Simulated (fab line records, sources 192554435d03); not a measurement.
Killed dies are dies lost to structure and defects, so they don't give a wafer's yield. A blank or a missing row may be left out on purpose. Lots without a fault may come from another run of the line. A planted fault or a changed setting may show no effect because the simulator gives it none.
A struck lot beside a sound one | flow n5_finfet | 22 steps out of a route of 1938
Sound: wafers L639.1, L639.2, L639.4. Struck: wafers L631.3, L631.4, L631.5. The cause comes at the end.
At each step with rows: each side's tool, then ch and its chambers, then its first start. Under that, the readings that differ: sound wafers | struck wafers | difference of the means | sigmas: that difference in standard deviations of wafers without a fault.
alike: readings whose means differ by less than 2 such deviations, and words and numbers that are the same on both sides. not compared: withheld readings, readings that some wafer has no value for, bounds like >300 that may hide the same value, and numbers for which the record gives no deviation and whose values overlap.
The two part at a step that has a row with sigmas, a row that says differs or no value, or rows on one side only. Numbers that don't overlap but have no deviation are shown without sigmas and don't part them. A reading that every wafer of one side lacks parts them only if that side has two wafers or more.

first, 8 steps without rows for these wafers: N5_BEOL_M8_DESCUM_16 (chemistry O2, time 7.9 s); N5_BEOL_M8_ETCH_61 (etches SiARC in CF4, target depth 45.5 nm, time 75.8 s); N5_BEOL_M8_ETCH_62 (etches SOC in N2/H2, target depth 110 nm, overetch 22 nm, time 165 s); N5_BEOL_M8_STRIP_68 (strips in N2/H2); N5_BEOL_M8_STRIP_67 (strips in CF4); N5_BEOL_M8_HM_OPEN_17 (chemistry Cl2/BCl3, target TiN, target depth 20 nm, overetch 6 nm); N5_BEOL_M8_STRIP_19 (strips in O2); N5_BEOL_M8_COAT_63 (time 60 s, resist thk 60 nm).
N5_BEOL_M8_COAT_64: time 60 s, resist thk 12 nm.
  sound on litho_track-04 ch 0, day 14 11:37; struck on litho_track-03 ch 0, day 12 11:32
  reading                                    | sound                | struck               | difference | sigmas
  spin_speed_rpm (rpm)                       | 1500.6 1500.9 1498.8 | 1421.1 1419.9 1420.3 | -79.7      | -80
  model.SiARC_of_BEOL_M8_COAT_64.thk_nm (nm) | 12 12 12             | 12.4 12.4 12.4       | +0.4       |
then, 9 steps without rows for these wafers: N5_BEOL_M8_COAT_71 (time 60 s, resist thk 5 nm); N5_BEOL_M8_COAT_22 (resist thk 30 nm); N5_BEOL_M8_EBR_24; N5_BEOL_M8_SOFTBAKE_23 (time 60 s); N5_BEOL_M8_EXPOSE_25 (exposes mask V7, target cd 40 nm); N5_BEOL_M8_PEB_26 (peb time 60 s); N5_BEOL_M8_DEVELOP_27 (develop time 30 s); N5_BEOL_M8_DESCUM_33 (chemistry O2, time 7 s); N5_BEOL_M8_ETCH_72 (etches underlayer in N2/H2, target depth 6.5 nm, time 5.2 s).
N5_BEOL_M8_ETCH_65: etches SiARC in CF4, target depth 15.6 nm, time 26 s.
  sound on rie_diel-06 ch 1,2,3, day 14 12:20; struck on rie_diel-02 ch 0,1, day 12 11:59
  reading                                      | sound             | struck            | difference | sigmas
  model.etch.depth_nm (nm)                     | 12.05 12.06 12.03 | 12.44 12.38 12.42 | +0.37      |
  model.CAR-EUV_of_BEOL_M8_COAT_22.thk_nm (nm) | 11.2 11 11.2      | 10.8 10.6 10.8    | -0.4       |
  alike: drypump_motor_current_A, etch_rf_on_time_s, oes_product_au, rf_vpp_V, showerhead_plenum_p_Torr, throttle_valve_pct
  not compared: rf_hours_counter_h
N5_BEOL_M8_ETCH_66: etches SOC in N2/H2, target depth 80 nm, overetch 16 nm, time 120 s.
  sound on rie_diel-06 ch 1,2,3, day 14 12:22; struck on rie_diel-02 ch 0,1, day 12 12:01
  alike: drypump_motor_current_A, oes_product_au, rf_vpp_V, showerhead_plenum_p_Torr, throttle_valve_pct
  not compared: rf_hours_counter_h, model.SiARC_of_BEOL_M8_COAT_64.thk_nm
then, 1 step without rows for these wafers: N5_BEOL_M8_STRIP_69 (strips in N2/H2).
-- the record jumps here: 3 days lie between the struck wafers' starts before and after (it left off in module BEOL_M8 and takes up again in module PASSIVATION, whose first step shown is number 1936 of the route) --
N5_PASSIVATION_PROBE_49:
  sound on prober-01, day 17 14:16; struck on prober-01, day 15 17:52
  alike: defect_limited_yield, killed_at_M0_to_M3, killed_at_M4_up, killed_at_contacts, killed_at_front_end, killed_at_other, killed_dies, killed_open, killed_short, sort_bin_5_function, sort_bin_6_memory, sort_bin_8_speed, sort_n_pass

WHERE THEY PART
Only at N5_BEOL_M8_COAT_64, within this record. Later steps at which nothing parts them and some readings are alike: N5_BEOL_M8_ETCH_65, N5_BEOL_M8_ETCH_66, N5_PASSIVATION_PROBE_49.

WHY: what the simulator had put in
Process parameter drift: litho_track-03, from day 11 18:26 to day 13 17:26, at N5_BEOL_M8_COAT_64. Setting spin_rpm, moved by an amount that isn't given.
